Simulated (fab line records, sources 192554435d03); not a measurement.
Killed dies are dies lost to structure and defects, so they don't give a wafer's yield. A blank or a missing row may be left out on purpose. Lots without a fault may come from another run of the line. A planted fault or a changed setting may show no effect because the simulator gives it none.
fab line records | flow n5_finfet
record lots=8 wafers=24 last_day=18
route steps=1938 shown BEOL_M2@914 BEOL_M3@946 BEOL_M4@1111 PASSIVATION@1936
lots that met no fault: from a run of the same line without faults
start_h: hours from the record's first day to the start of the lot's first wafer shown | wait_h: hours since the lot's step before | " the same as in the row above | L1.1+2: a row that stands for several wafers | - no value, or no start given | * or withheld: withheld | < > ~ a bound
route shown NAME@n: a module of which the file shows steps, and the number in the route of the first | usual: mean/standard deviation of fault-free wafers | same: alike in all rows | chamber/n: place in a boat | sites: the reading at each site | _std_site: their standard deviation | _edge_site: outer sites' mean less inner sites' | radius_mm: how far each site lies from the wafer's centre | mask NAME#n: copy n | behind: the tool/chamber that last shaped the wafer | hold: why the lot was held/for how many hours/how that ended | device: the transistor (n, p or np) that didn't switch | end of line: the same wafers' tests at the end of the route | a step without rows: its recipe alone | killed: dies lost to structure and defects at the first sort, not the wafer's yield | map: a wafer's dies, x killed, . not, _ none there
set.NAME: the setting as run; set.NAME@STEP: as run at that earlier step | model.NAME: the simulator's own value behind a step, which no gauge read
steps of the route over a sample of lots; a table a step, a row a wafer
services: from which hour (start_h, from the record's first day; less than 0 if before it) a tool's chamber was out of use, for how many hours, and why
## steps
# step N5_BEOL_M2_SPUTTER_90
# recipe material=Cu target_thk_a=45 temp_c=-20 chamber_pressure_pa=0.07 power_w=withheld time_s=8.29
# usual chuck_gas_flow_sccm=1.26/0.057 susceptor_temp_C=-20.00/0.1 throttle_valve_pct=29.9/1.3
# columns lot.wafer tool chamber start_h wait_h chuck_gas_flow_sccm susceptor_temp_C throttle_valve_pct
L985.2 pvd_sputter-03 - 171.68 0.1 1.23 -19.99 31.7
L985.3 " - " " 1.36 -20.10 28.5
L985.6 " - " " 1.31 -20.16 27.9
L989.2 pvd_sputter-03 - 178.02 0.1 1.21 -20.04 31.4
L989.3 " - " " 1.25 -20.10 28.6
L989.4 " - " " 1.31 -20.03 28.1
L991.2 pvd_sputter-02 - 189.96 0.1 1.23 -20.09 28.6
L991.3 " - " " 1.31 -19.83 32.7
L991.6 " - " " 1.17 -19.84 33.0
L995.1 pvd_sputter-02 - 224.49 0.1 1.29 -20.02 29.2
L995.2 " - " " 1.28 -19.99 32.7
L995.5 " - " " 1.20 -20.03 30.8
L999.1 pvd_sputter-02 - 245.13 0.1 1.29 -19.91 32.9
L999.2 " - " " 1.24 -20.00 30.9
L999.6 " - " " 1.28 -20.01 28.5
L102.1 pvd_sputter-02 - 256.06 0.1 1.18 -19.89 29.0
L102.3 " - " " 1.25 -20.05 30.8
L102.4 " - " " 1.32 -19.91 28.4
L105.1 pvd_sputter-01 - 278.75 0.1 1.20 -19.95 29.9
L105.4 " - " " 1.30 -19.91 29.6
L105.5 " - " " 1.35 -19.80 30.2
L103.1 pvd_sputter-03 - 279.37 0.1 1.20 -20.12 31.9
L103.3 " - " " 1.35 -19.90 27.6
L103.6 " - " " 1.20 -20.15 31.0
# step N5_BEOL_M2_ANNEAL_91
# recipe temp_c=400 time_s=240 ambient=vacuum
# usual heater_power_w=794/71 susceptor_temp_C=400.04/0.21 susceptor_temp_C_max=401.1/0.34
# columns lot.wafer tool chamber start_h wait_h heater_power_w susceptor_temp_C susceptor_temp_C_max
L985.2 pvd_sputter-03 - 171.76 0.0 727 399.85 400.7
L985.3 " - " " 819 400.25 401.0
L985.6 " - " " 749 400.15 401.1
L989.2 pvd_sputter-03 - 178.10 0.0 779 400.29 401.1
L989.3 " - " " 830 400.21 401.1
L989.4 " - " " 781 400.06 401.1
L991.2 pvd_sputter-02 - 190.04 0.0 815 400.25 401.7
L991.3 " - " " 641 400.18 401.2
L991.6 " - " " 644 400.12 401.1
L995.1 pvd_sputter-02 - 224.57 0.0 1016 400.51 401.4
L995.2 " - " " 660 400.06 400.8
L995.5 " - " " 775 400.11 400.9
L999.1 pvd_sputter-02 - 245.21 0.0 642 400.37 401.2
L999.2 " - " " 787 399.84 400.5
L999.6 " - " " 812 399.91 401.2
L102.1 pvd_sputter-02 - 256.14 0.0 989 399.98 401.2
L102.3 " - " " 765 400.26 401.0
L102.4 " - " " 826 399.96 401.4
L105.1 pvd_sputter-01 - 278.83 0.0 825 400.24 401.5
L105.4 " - " " 804 400.11 401.1
L105.5 " - " " 865 400.05 401.4
L103.1 pvd_sputter-03 - 279.45 0.0 771 400.06 400.8
L103.3 " - " " 765 399.82 400.5
L103.6 " - " " 840 400.07 401.1
# step N5_BEOL_M2_SPUTTER_96
# recipe material=Cu target_thk_a=45 temp_c=-20 chamber_pressure_pa=0.07 power_w=withheld time_s=8.29
# usual chuck_gas_flow_sccm=1.26/0.052 susceptor_temp_C=-19.99/0.1 throttle_valve_pct=29.9/1.3
# columns lot.wafer tool chamber start_h wait_h chuck_gas_flow_sccm susceptor_temp_C throttle_valve_pct
L985.2 pvd_sputter-03 - 172.34 0.1 1.16 -19.86 31.8
L985.3 " - " " 1.31 -19.91 28.6
L985.6 " - " " 1.27 -20.01 27.9
L989.2 pvd_sputter-03 - 178.68 0.1 1.32 -19.94 31.7
L989.3 " - " " 1.22 -19.98 28.7
L989.4 " - " " 1.26 -20.12 27.7
L991.2 pvd_sputter-02 - 190.62 0.1 1.27 -19.87 28.3
L991.3 " - " " 1.29 -20.06 32.6
L991.6 " - " " 1.14 -19.96 32.5
L995.1 pvd_sputter-02 - 225.15 0.1 1.29 -19.86 29.0
L995.2 " - " " 1.22 -20.08 32.4
L995.5 " - " " 1.19 -19.92 30.9
L999.1 pvd_sputter-02 - 245.79 0.1 1.29 -20.00 32.2
L999.2 " - " " 1.17 -20.03 31.1
L999.6 " - " " 1.24 -19.88 28.6
L102.1 pvd_sputter-02 - 256.72 0.1 1.24 -19.96 28.8
L102.3 " - " " 1.17 -20.09 30.9
L102.4 " - " " 1.28 -20.06 28.4
L105.1 pvd_sputter-01 - 279.41 0.1 1.36 -20.10 29.9
L105.4 " - " " 1.33 -20.25 29.8
L105.5 " - " " 1.34 -19.94 29.8
L103.1 pvd_sputter-03 - 280.03 0.1 1.33 -20.08 31.8
L103.3 " - " " 1.26 -19.93 27.6
L103.6 " - " " 1.38 -19.88 30.6
# step N5_BEOL_M2_CMP_52
# recipe stop_on=SiOC t_overpolish_s=6.8 down_force_psi=1 platen_rpm=50 clearing_platen_down_force_psi=1.5 clearing_platen_rpm=50 post_cmp_clean=cu_alkaline target_thk_nm=40 clearing_platen_pad_velocity_m_s=0.99484 pad_velocity_m_s=0.99484
# usual barrier_field_endpoint_s=24.9/0.78 motor_current_A=6.0/0.64 overpolish_run_s=6.799/0.0086 time_to_endpoint_s=64/4.4
# columns lot.wafer tool chamber start_h wait_h barrier_field_endpoint_s motor_current_A overpolish_run_s time_to_endpoint_s
L985.3 cmp-04 0 172.83 0.2 25.3 4.8 6.795 69
L985.2 " 1 " " 25.3 6.6 6.803 66
L985.6 " 1 " " 25.4 6.7 6.791 66
L989.2 cmp-03 2 179.28 0.2 23.8 6.2 6.796 61
L989.4 " 3 " " 23.6 6.2 6.807 61
L989.3 " 1 " " 24.4 6.3 6.790 66
L991.2 cmp-01 0 191.11 0.2 25.8 6.4 6.803 70
L991.3 " 3 " " 25.2 5.5 6.792 64
L991.6 " 0 " " 25.6 6.0 6.799 68
L995.2 cmp-03 1 225.68 0.2 24.4 6.6 6.791 59
L995.1 " 2 " " 23.9 5.9 6.795 58
L995.5 " 1 " " 24.7 6.2 6.800 58
L999.2 cmp-03 1 246.36 0.3 23.7 6.5 6.793 58
L999.1 " 2 " " 24.8 6.3 6.808 60
L999.6 " 3 " " 25.0 5.7 6.789 55
L102.4 cmp-04 3 257.21 0.1 26.1 4.9 6.782 73
L102.3 " 1 " " 24.7 6.5 6.794 66
L102.1 " 2 " " 24.9 6.8 6.793 69
L105.1 cmp-01 3 279.95 0.3 24.1 5.1 6.791 61
L105.4 " 1 " " 24.8 5.3 6.802 63
L105.5 " 3 " " 25.0 5.3 6.804 62
L103.3 cmp-04 1 280.52 0.2 25.0 6.3 6.793 64
L103.1 " 2 " " 25.0 7.0 6.810 66
L103.6 " 2 " " 25.0 6.8 6.783 63
# step N5_BEOL_M2_INSPECT_59
# recipe inspect_instrument=darkfield mode=post_dep
# usual raw_defect_count=73/28
# columns lot.wafer tool chamber start_h wait_h raw_defect_count
L985.2 defect_inspect-02 - 173.47 0.0 111
L985.3 " - " " 161
L985.6 " - " " 112
L989.2 defect_inspect-01 - 179.86 0.0 46
L989.3 " - " " 57
L989.4 " - " " 49
L991.2 defect_inspect-02 - 191.70 0.0 69
L991.3 " - " " 93
L991.6 " - " " 59
L995.1 defect_inspect-02 - 226.33 0.0 451
L995.2 " - " " 97
L995.5 " - " " 96
L999.1 defect_inspect-01 - 246.86 0.0 402
L999.2 " - " " 143
L999.6 " - " " 83
L102.1 defect_inspect-01 - 257.79 0.0 62
L102.3 " - " " 88
L102.4 " - " " 129
L105.1 defect_inspect-01 - 280.52 0.0 67
L105.4 " - " " 55
L105.5 " - " " 42
L103.1 defect_inspect-02 - 281.12 0.0 43
L103.3 " - " " 92
L103.6 " - " " 66
# step N5_BEOL_M3_INSPECT_13
# recipe mode=adi inspect_instrument=brightfield
# usual raw_defect_count=394/85
# columns lot.wafer tool chamber start_h wait_h raw_defect_count
L985.2 defect_inspect-01 - 176.00 0.0 493
L985.3 " - " " 444
L985.6 " - " " 440
L989.2 defect_inspect-01 - 181.01 0.0 302
L989.3 " - " " 351
L989.4 " - " " 371
L991.2 defect_inspect-02 - 193.12 0.0 428
L991.3 " - " " 560
L991.6 " - " " 488
L995.1 defect_inspect-01 - 228.48 0.1 674
L995.2 " - " " 343
L995.5 " - " " 313
L999.1 defect_inspect-01 - 247.90 0.1 630
L999.2 " - " " 427
L999.6 " - " " 318
L102.1 defect_inspect-01 - 262.07 0.1 347
L102.3 " - " " 384
L102.4 " - " " 403
L105.1 defect_inspect-01 - 281.27 0.1 285
L105.4 " - " " 341
L105.5 " - " " 338
L103.1 defect_inspect-02 - 283.54 0.1 362
L103.3 " - " " 433
L103.6 " - " " 450
# step N5_BEOL_M3_INSPECT_30
# recipe mode=adi inspect_instrument=brightfield
# usual raw_defect_count=408/90
# columns lot.wafer tool chamber start_h wait_h raw_defect_count
L985.2 defect_inspect-01 - 176.91 0.0 487
L985.3 " - " " 464
L985.6 " - " " 446
L989.2 defect_inspect-02 - 182.06 0.0 375
L989.3 " - " " 442
L989.4 " - " " 436
L991.2 defect_inspect-02 - 194.14 0.0 459
L991.3 " - " " 575
L991.6 " - " " 503
L995.1 defect_inspect-01 - 229.39 0.1 694
L995.2 " - " " 336
L995.5 " - " " 297
L999.1 defect_inspect-01 - 248.78 0.1 669
L999.2 " - " " 441
L999.6 " - " " 323
L102.1 defect_inspect-02 - 263.10 0.1 432
L102.3 " - " " 480
L102.4 " - " " 504
L105.1 defect_inspect-02 - 282.28 0.1 366
L105.4 " - " " 421
L105.5 " - " " 420
L103.1 defect_inspect-02 - 284.76 0.1 387
L103.3 " - " " 448
L103.6 " - " " 445
# step N5_BEOL_M4_RC_MEAS_101
# usual DIBL_N=35.9/1.4 DIBL_P=35.9/1.7 IOFF_N=0.160/0.026 IOFF_P=0.21/0.036 ION_N=672/11 ION_P=461/8.1 SS_N=71.4/0.54 SS_P=73.2/0.67 VT_N=249.3/2.7 VT_P=-250/3.9
# columns lot.wafer tool chamber start_h wait_h DIBL_N[mV/V] DIBL_P[mV/V] IOFF_N[nA/um] IOFF_P[nA/um] ION_N[uA/um] ION_P[uA/um] SS_N[mV/dec] SS_P[mV/dec] VT_N[mV] VT_P[mV]
L985.2 prober-01 0 192.44 0.2 34.8 34.6 0.127 0.20 660 460 71.4 71.7 253.8 -248
L985.3 " 0 " " 36.4 37.3 0.172 0.26 683 474 71.5 73.3 250.2 -246
L985.6 " 0 " " 32.5 32.9 0.114 0.19 669 470 70.7 72.3 250.5 -247
L989.2 prober-01 0 197.59 0.2 35.8 37.4 0.168 0.24 689 473 71.4 73.3 248.0 -249
L989.3 " 0 " " 37.2 38.3 0.183 0.24 681 463 71.7 73.6 246.9 -247
L989.4 " 0 " " 35.4 36.6 0.158 0.21 666 459 70.7 73.8 249.3 -252
L991.2 prober-02 0 222.69 0.2 36.4 37.4 0.167 0.19 688 457 70.5 74.0 249.1 -254
L991.3 " 0 " " 34.8 35.2 0.132 0.16 673 456 71.3 73.0 249.8 -256
L991.6 " 0 " " 36.5 36.9 0.172 0.20 679 463 70.6 73.3 248.2 -251
L995.1 prober-02 0 250.04 0.0 38.3 39.4 0.204 0.25 676 464 72.0 73.9 243.8 -250
L995.2 " 0 " " 35.8 36.3 0.158 0.20 686 466 71.6 72.9 248.7 -250
L995.5 " 0 " " 36.1 36.8 0.169 0.21 687 463 71.7 72.5 245.5 -251
L999.1 prober-01 0 265.84 0.0 36.9 35.9 0.178 0.21 678 461 72.2 73.9 247.4 -249
L999.2 " 0 " " 35.4 34.5 0.158 0.20 664 453 72.0 72.6 249.4 -252
L999.6 " 0 " " 35.4 34.0 0.147 0.18 662 445 71.9 73.1 252.3 -254
L102.1 prober-01 0 288.39 0.0 35.5 35.9 0.162 0.25 663 465 72.1 72.7 249.5 -243
L102.3 " 0 " " 37.5 38.4 0.193 0.28 680 472 72.4 74.2 248.3 -244
L102.4 " 0 " " 35.4 35.7 0.156 0.24 667 462 71.2 72.8 249.9 -248
L103.1 prober-02 0 309.35 0.0 36.1 34.4 0.142 0.15 664 450 70.9 72.8 249.5 -258
L103.3 " 0 " " 37.1 36.0 0.142 0.17 643 441 71.9 73.1 253.3 -254
L103.6 " 0 " " 37.0 36.6 0.158 0.18 674 450 71.8 73.2 248.2 -255
L105.1 prober-01 0 309.69 0.0 36.2 37.0 0.186 0.23 670 458 72.1 73.9 245.1 -248
L105.4 " 0 " " 35.4 37.1 0.171 0.22 690 465 71.6 74.4 248.0 -250
L105.5 " 0 " " 34.2 34.5 0.136 0.18 660 451 71.1 72.8 251.7 -253
# step N5_PASSIVATION_PROBE_49
# usual defect_limited_yield=90.9/1.5 killed_at_M0_to_M3=35/10 killed_at_M4_up=14/5.2 killed_at_contacts=13/7.3 killed_at_front_end=42/12 killed_at_other=3.4/2.5 killed_dies=108/18 killed_on_rim=14/4.2 killed_open=70/13 killed_short=35/8 sort_bin_5_function=5.4/1 sort_bin_6_memory=3.4/0.71 sort_n_pass=1072/18 sort_yield_pct=90.9/1.5
# same gross_dies=1180 killed_at_back_side=0 sort_bin_4_leakage[%]=0 sort_bin_8_speed[%]=0
# columns lot.wafer tool chamber start_h wait_h defect_limited_yield[%] killed_at_M0_to_M3 killed_at_M4_up killed_at_contacts killed_at_front_end killed_at_other killed_dies killed_on_rim killed_open killed_short sort_bin_5_function[%] sort_bin_6_memory[%] sort_n_pass sort_yield_pct[%]
L985.2 prober-01 - 294.16 0.1 92.0 38 13 6 28 9 94 8 58 28 4.9 2.5 1086 92.0
L985.3 prober-01 - 294.21 0.1 92.2 38 13 18 22 1 92 20 60 28 4.5 3.1 1088 92.2
L985.6 prober-01 - 294.36 0.3 92.5 32 11 19 25 2 89 11 58 29 4.1 2.9 1091 92.5
L989.2 prober-01 - 299.93 0.1 92.5 46 9 9 21 3 88 12 45 41 4.4 2.5 1092 92.5
L989.3 prober-01 - 299.98 0.1 91.3 49 14 10 29 1 103 15 65 38 4.7 3.6 1077 91.3
L989.4 prober-01 - 300.03 0.2 92.6 48 13 4 20 2 87 5 54 32 4.3 2.8 1093 92.6
L991.2 prober-02 - 325.42 0.1 91.4 42 11 16 31 2 102 11 57 44 4.9 3.5 1078 91.4
L991.3 prober-02 - 325.47 0.1 87.8 58 22 26 34 4 144 21 93 47 7.9 4.2 1036 87.8
L991.6 prober-02 - 325.62 0.3 90.3 42 8 11 46 8 115 11 66 49 6.1 3.2 1065 90.3
L995.1 prober-01 - 346.29 0.0 66.8 332 23 7 25 5 392 51 58 19 20.4 10.7 788 66.8
L995.2 prober-01 - 346.34 0.1 89.7 48 23 12 34 4 121 11 67 52 5.8 4.0 1059 89.7
L995.5 prober-01 - 346.49 0.2 88.6 36 35 11 42 10 134 19 85 46 7.6 3.2 1046 88.6
L999.1 prober-02 - 376.57 0.0 68.7 299 23 9 32 6 369 45 73 38 18.2 10.8 811 68.7
L999.2 prober-02 - 376.62 0.1 90.9 39 14 19 32 3 107 13 77 29 5.3 3.4 1073 90.9
L999.6 prober-02 - 376.82 0.3 90.3 53 14 14 32 2 115 12 71 43 5.8 3.3 1065 90.3
L102.1 prober-01 - 405.70 0.0 92.4 19 7 10 47 7 90 12 59 26 4.6 2.9 1090 92.4
L102.3 prober-01 - 405.80 0.1 93.6 26 11 1 34 3 75 6 45 27 3.8 2.5 1105 93.6
L102.4 prober-01 - 405.85 0.2 89.8 37 9 10 64 0 120 12 82 32 6.8 2.9 1060 89.8
L105.1 prober-01 - 417.87 0.0 91.9 27 10 7 49 2 95 12 57 36 4.7 3.0 1085 91.9
L105.4 prober-01 - 418.02 0.2 92.3 33 11 6 29 12 91 13 51 39 4.6 2.8 1089 92.3
L105.5 prober-01 - 418.07 0.2 89.7 35 11 22 47 6 121 18 85 36 6.2 3.6 1059 89.7
L103.1 prober-01 - 425.81 0.0 88.6 41 23 13 55 2 134 20 85 45 5.6 5.1 1046 88.6
L103.3 prober-01 - 425.91 0.1 88.1 55 18 9 57 1 140 19 103 34 7.6 3.9 1040 88.1
L103.6 prober-01 - 426.06 0.3 87.5 38 18 12 78 1 147 23 90 55 7.5 4.7 1033 87.5
# killed by level:class
L985.2 BEOL_M0_SAQP:geometric_particle:open=9 STI_FIN_REVEAL:geometric_particle:open=7 BEOL_M3:geometric_particle:open=6 PASS1_CAP:geometric_particle:short=6 FIN_SAQP:geometric_particle:open=5 MOL_CONTACT_COAG:geometric_particle:open=5 BEOL_M0:geometric_particle:open=5 BEOL_M1:geometric_particle:open=4
L985.3 MOL_CONTACT_COAG:geometric_particle:open=13 BEOL_M1:geometric_particle:open=9 FIN_SAQP:geometric_particle:open=6 BEOL_M1:geometric_particle:short=5 BEOL_M3:geometric_particle:open=5 MOL_CONTACT_COAG:geometric_particle:short=4 BEOL_M0_SAQP:geometric_particle:short=4 BEOL_M0:geometric_particle:open=4
L985.6 MOL_CONTACT_COAG:geometric_particle:open=17 BEOL_M3:geometric_particle:open=11 FIN_SAQP:geometric_particle:open=9 BEOL_M1:geometric_particle:open=5 BEOL_M0_SAQP:geometric_particle:short=4 BEOL_M1:geometric_particle:short=4 BEOL_M4:geometric_particle:open=4 FIN_SAQP:geometric_particle:short=3
L989.2 BEOL_M0_SAQP:geometric_particle:short=16 BEOL_M0_SAQP:geometric_particle:open=11 FIN_SAQP:geometric_particle:short=6 MOL_CONTACT_COAG:geometric_particle:open=6 BEOL_M3:geometric_particle:open=6 FIN_SAQP:geometric_particle:open=3 STI_FIN_REVEAL:geometric_particle:open=3 BEOL_M4:geometric_particle:open=3
L989.3 BEOL_M0_SAQP:geometric_particle:open=15 BEOL_M0_SAQP:geometric_particle:short=12 BEOL_M2:geometric_particle:open=11 BEOL_M5:geometric_particle:open=7 STI_FIN_REVEAL:geometric_particle:open=6 MOL_CONTACT_COAG:geometric_particle:short=5 MOL_CONTACT_COAG:geometric_particle:open=5 FIN_SAQP:geometric_particle:short=4
L989.4 BEOL_M0_SAQP:geometric_particle:short=13 BEOL_M0_SAQP:geometric_particle:open=10 BEOL_M4:geometric_particle:open=7 BEOL_M1:geometric_particle:open=6 BEOL_M3:geometric_particle:open=6 STARTING-WAFER:geometric_particle:open=6 BEOL_M3:geometric_particle:short=5 DUMMY_GATE:geometric_particle:open=4
L991.2 FIN_SAQP:geometric_particle:short=17 MOL_CONTACT_COAG:geometric_particle:open=12 BEOL_M0_SAQP:geometric_particle:open=12 BEOL_M0_SAQP:geometric_particle:short=9 FIN_SAQP:geometric_particle:open=7 BEOL_M1:geometric_particle:open=6 BEOL_M4:geometric_particle:open=6 BEOL_M2:geometric_particle:open=5
L991.3 MOL_CONTACT_COAG:geometric_particle:open=19 FIN_SAQP:geometric_particle:short=13 BEOL_M1:geometric_particle:open=13 BEOL_M4:geometric_particle:open=10 BEOL_M0_SAQP:geometric_particle:short=9 BEOL_M0_SAQP:geometric_particle:open=8 BEOL_M3:geometric_particle:open=8 MOL_CONTACT_COAG:geometric_particle:short=7
L991.6 FIN_SAQP:geometric_particle:short=14 FIN_SAQP:geometric_particle:open=11 BEOL_M0_SAQP:geometric_particle:short=11 BEOL_M3:geometric_particle:open=10 MOL_CONTACT_COAG:geometric_particle:open=8 BEOL_M0_SAQP:geometric_particle:open=6 BEOL_M1:geometric_particle:open=5 BEOL_M5:geometric_particle:open=4
L995.1 BEOL_M2:unspecified=307 BEOL_M4:geometric_particle:open=12 BEOL_M3:geometric_particle:open=6 STI_FIN_REVEAL:geometric_particle:open=5 MOL_CONTACT_COAG:geometric_particle:open=5 FIN_SAQP:geometric_particle:short=4 BEOL_M1:geometric_particle:open=4 DUMMY_GATE:geometric_particle:open=4
L995.2 BEOL_M3:geometric_particle:open=13 BEOL_M4:geometric_particle:open=12 FIN_SAQP:geometric_particle:short=11 MOL_CONTACT_COAG:geometric_particle:open=8 BEOL_M0_SAQP:geometric_particle:short=7 BEOL_M4:geometric_particle:short=6 BEOL_M0:geometric_particle:short=6 BEOL_M1:geometric_particle:open=6
L995.5 BEOL_M4:geometric_particle:open=24 BEOL_M2:geometric_particle:open=10 PASS1_CAP:geometric_particle:short=8 FIN_SAQP:geometric_particle:short=7 MOL_CONTACT_COAG:geometric_particle:open=7 STI_FIN_REVEAL:geometric_particle:open=7 DUMMY_GATE:geometric_particle:open=7 BEOL_M3:geometric_particle:open=6
L999.1 BEOL_M2:unspecified=258 BEOL_M4:geometric_particle:open=20 BEOL_M0_SAQP:geometric_particle:short=11 BEOL_M1:geometric_particle:open=9 STI_FIN_REVEAL:geometric_particle:open=8 BEOL_M0_SAQP:geometric_particle:open=8 MOL_CONTACT_COAG:geometric_particle:open=6 BEOL_M3:geometric_particle:open=5
L999.2 MOL_CONTACT_COAG:geometric_particle:open=12 BEOL_M4:geometric_particle:open=12 BEOL_M0_SAQP:geometric_particle:open=10 BEOL_M1:geometric_particle:open=9 FIN_SAQP:geometric_particle:open=8 MOL_CONTACT_COAG:geometric_particle:short=6 BEOL_M0_SAQP:geometric_particle:short=6 FIN_SAQP:geometric_particle:short=5
L999.6 BEOL_M0_SAQP:geometric_particle:open=15 BEOL_M0_SAQP:geometric_particle:short=14 MOL_CONTACT_COAG:geometric_particle:open=10 BEOL_M2:geometric_particle:open=9 FIN_SAQP:geometric_particle:open=8 BEOL_M1:geometric_particle:open=6 BEOL_M4:geometric_particle:open=6 FIN_SAQP:geometric_particle:short=5
L102.1 DUMMY_GATE:geometric_particle:open=10 STI_FIN_REVEAL:geometric_particle:open=8 BEOL_M3:geometric_particle:open=7 FIN_SAQP:geometric_particle:open=6 MOL_CONTACT_COAG:geometric_particle:open=6 GATE_CUT:geometric_particle:short=5 MOL_CONTACT_COAG:geometric_particle:short=4 STARTING-WAFER:geometric_particle:short=4
L102.3 FIN_SAQP:geometric_particle:open=12 FIN_SAQP:geometric_particle:short=9 BEOL_M2:geometric_particle:open=7 BEOL_M1:geometric_particle:short=5 BEOL_M3:geometric_particle:open=5 BEOL_M4:geometric_particle:open=5 BEOL_M1:geometric_particle:open=3 STARTING-WAFER:geometric_particle:short=3
L102.4 BEOL_M3:geometric_particle:open=13 DUMMY_GATE:geometric_particle:open=11 FIN_SAQP:geometric_particle:short=10 FIN_SAQP:geometric_particle:open=10 MOL_CONTACT_COAG:geometric_particle:open=8 BEOL_M2:geometric_particle:open=7 GATE_CUT:geometric_particle:open=6 FIN_CUT:geometric_particle:open=5
L105.1 FIN_SAQP:geometric_particle:open=17 FIN_SAQP:geometric_particle:short=13 BEOL_M0_SAQP:geometric_particle:short=6 MOL_CONTACT_COAG:geometric_particle:open=6 BEOL_M2:geometric_particle:open=5 BEOL_M4:geometric_particle:open=5 GATE_CUT:geometric_particle:short=4 BEOL_M0_SAQP:geometric_particle:open=4
L105.4 FIN_SAQP:geometric_particle:short=10 BEOL_M2:geometric_particle:open=7 BEOL_M0:geometric_particle:open=6 FIN_SAQP:geometric_particle:open=5 MOL_CONTACT_COAG:geometric_particle:open=5 BEOL_M0_SAQP:geometric_particle:short=5 BEOL_M0_SAQP:geometric_particle:open=4 BEOL_M4:geometric_particle:open=4
L105.5 FIN_SAQP:geometric_particle:open=17 MOL_CONTACT_COAG:geometric_particle:open=15 FIN_SAQP:geometric_particle:short=13 STI_FIN_REVEAL:geometric_particle:open=9 BEOL_M2:geometric_particle:open=9 BEOL_M0_SAQP:geometric_particle:open=8 MOL_CONTACT_COAG:geometric_particle:short=7 BEOL_M4:geometric_particle:open=7
L103.1 FIN_SAQP:geometric_particle:short=11 FIN_SAQP:geometric_particle:open=11 MOL_CONTACT_COAG:geometric_particle:open=11 STI_FIN_REVEAL:geometric_particle:open=10 BEOL_M4:geometric_particle:open=10 GATE_CUT:geometric_particle:short=8 BEOL_M2:geometric_particle:open=7 BEOL_M0_SAQP:geometric_particle:open=6
L103.3 BEOL_M2:geometric_particle:open=20 STI_FIN_REVEAL:geometric_particle:open=18 FIN_SAQP:geometric_particle:open=10 BEOL_M4:geometric_particle:open=10 BEOL_M0:geometric_particle:open=7 MOL_CONTACT_COAG:geometric_particle:open=7 BEOL_M3:geometric_particle:open=6 GATE_CUT:geometric_particle:short=6
L103.6 STI_FIN_REVEAL:geometric_particle:open=20 FIN_SAQP:geometric_particle:open=14 GATE_CUT:geometric_particle:short=14 BEOL_M2:geometric_particle:open=9 BEOL_M4:geometric_particle:open=9 FIN_SAQP:geometric_particle:short=8 MOL_CONTACT_COAG:geometric_particle:open=8 BEOL_M0_SAQP:geometric_particle:short=7
## services
# columns tool chamber start_h hours kind
pvd_sputter-03 - 149.97 2.2 repair
cmp-04 - 158.07 4.0 pm
cmp-04 - 162.07 - consumable_replace:conditioner
cmp-04 - 162.07 - consumable_replace:pad
cmp-04 - 163.54 6.9 pm
cmp-04 - 182.52 2.2 repair
cmp-04 - 190.31 1.1 repair
cmp-03 - 196.14 5.3 pm
cmp-01 - 197.77 4.0 pm
cmp-01 - 201.77 - consumable_replace:conditioner
cmp-01 - 201.77 - consumable_replace:pad
cmp-04 - 212.95 18.4 pm
cmp-03 - 224.34 1.3 repair
cmp-03 - 238.35 2.4 repair
cmp-01 - 256.07 10.5 repair
cmp-03 - 263.56 1.7 repair
cmp-04 - 265.44 5.6 pm
## key
first_sign step=N5_BEOL_M2_INSPECT_59 reading=raw_defect_count direction=up sigmas=13 usual=73 struck=426
effect step=N5_BEOL_M3_INSPECT_13 reading=raw_defect_count direction=up sigmas=3 usual=394 struck=652
effect step=N5_BEOL_M3_INSPECT_30 reading=raw_defect_count direction=up sigmas=3 usual=408 struck=682
effect step=N5_PASSIVATION_PROBE_49 reading=killed_at_M0_to_M3 direction=up sigmas=27 usual=35 struck=316
more_kills_born_at N5_BEOL_M2_CMP_52@cmp-03=565
met_at N5_BEOL_M2_CMP_52
struck_lots L995,L999
struck_wafers L995.1,L999.1
not_acting_at N5_BEOL_M2_SPUTTER_90,N5_BEOL_M2_ANNEAL_91,N5_BEOL_M2_SPUTTER_96
onset_between 179.28 225.68
fault kind=chamber_particle_source tool=cmp-03 chamber=2 onset_h=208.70 steps=N5_BEOL_M2_CMP_52 rate_per_visit_cm2=0.52086 end_h=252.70
